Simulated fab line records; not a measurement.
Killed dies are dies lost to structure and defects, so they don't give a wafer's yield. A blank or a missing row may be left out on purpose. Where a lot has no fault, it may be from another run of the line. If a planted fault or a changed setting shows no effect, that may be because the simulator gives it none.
The same fault as seen by 2 desks | flow n5-finfet | every desk sees just its own numbers, and what lay behind them comes last

== THE DEFECT DESK ==
Per lot, the means of the sampled wafers with a number show what the inspections along the route counted. Any lot whose mean is over 4 standard deviations away from the usual mean is out of limits and marked OUT; that distance is given in the brackets.
Columns: A = raw-defect-count at N5_BEOL_M13_INSPECT_30, usual 2.1; B = raw-defect-count at N5_BEOL_M13_INSPECT_55, usual 73
lot  | first seen here | A   | B
L205 | day 12 01:41    | 1.7 | 90
L204 | day 12 01:51    | 1.3 | 60
L206 | day 12 02:31    | 2.7 | 84
L207 | day 13 03:34    | 2.3 | 56
L210 | day 14 01:32    | 1.7 | 88
L211 | day 14 03:46    | 2.3 | 45
L212 | day 14 10:49    | 1.7 | 68
L215 | day 16 06:31    | 3.7 | 55
L218 | day 16 07:11    | 4.0 | 50
L217 | day 16 19:50    | 0.7 | 48
L220 | day 17 04:27    | 3.0 | 75
L221 | day 17 09:04    | 1.7 | 1219 (+44) OUT
This desk's verdict: out of limits on L221, starting with L221 at day 17 14:38 (raw-defect-count at N5_BEOL_M13_INSPECT_55). L205, L204, L206, L207, L210, L211, L212, L215, L218, L217, L220 stayed within limits.

== FOR THE TOOL OWNER'S DESK: cmp-03 ==
The tool's own readings at N5_BEOL_M13_CMP_49 (polishes, stops on SiOC, t overpolish 17.1 s, target thk 420 nm): means of the sampled wafers that have a number, for each lot that ran on this tool. Any lot whose mean is over 4 standard deviations away from the usual mean is out of limits and marked OUT; that distance is given in the brackets.
Columns: A = barrier-field-endpoint-s at N5_BEOL_M13_CMP_49, usual 30.2 s; B = motor-current-A at N5_BEOL_M13_CMP_49, usual 6.0 A; C = overpolish-run-s at N5_BEOL_M13_CMP_49, usual 17.100 s; D = retaining-ring-pressure-frac at N5_BEOL_M13_CMP_49, usual 1.001; E = slurry-filter-dp-kPa at N5_BEOL_M13_CMP_49, usual 13.50 kPa
lot  | first seen here | A    | B   | C      | D     | E
L206 | day 12 05:01    | 29.8 | 6.2 | 17.101 | 1.000 | 13.48
L210 | day 14 06:16    | 30.3 | 6.6 | 17.100 | 0.998 | 13.56
L211 | day 14 07:14    | 30.7 | 6.1 | 17.104 | 0.995 | 13.48
L217 | day 17 00:21    | 29.8 | 6.4 | 17.099 | 1.000 | 13.58
L220 | day 17 07:22    | 30.3 | 6.4 | 17.098 | 1.000 | 13.55
L221 | day 17 14:10    | 29.3 | 6.0 | 17.102 | 1.001 | 13.63
This desk's finding: nothing out of limits on any of the 6 lots.

== PUT TOGETHER ==
The defect desk could have raised an alarm at day 17 14:38, on L221.
The tool owner's desk saw nothing out of limits.
The tool owner's desk has L221 on record, within its limits.
Of the lots named, all ran N5_BEOL_M13_CMP_49 on cmp-03.

== WHAT WAS PUT IN BY THE SIMULATOR ==
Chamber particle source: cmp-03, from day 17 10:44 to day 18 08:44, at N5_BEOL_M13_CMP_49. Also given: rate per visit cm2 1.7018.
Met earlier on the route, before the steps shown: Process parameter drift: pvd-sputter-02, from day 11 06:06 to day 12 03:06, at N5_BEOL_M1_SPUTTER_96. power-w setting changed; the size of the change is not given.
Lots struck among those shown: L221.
Hours from the fault's start to each desk's first reading out of limits: the defect desk, 4.
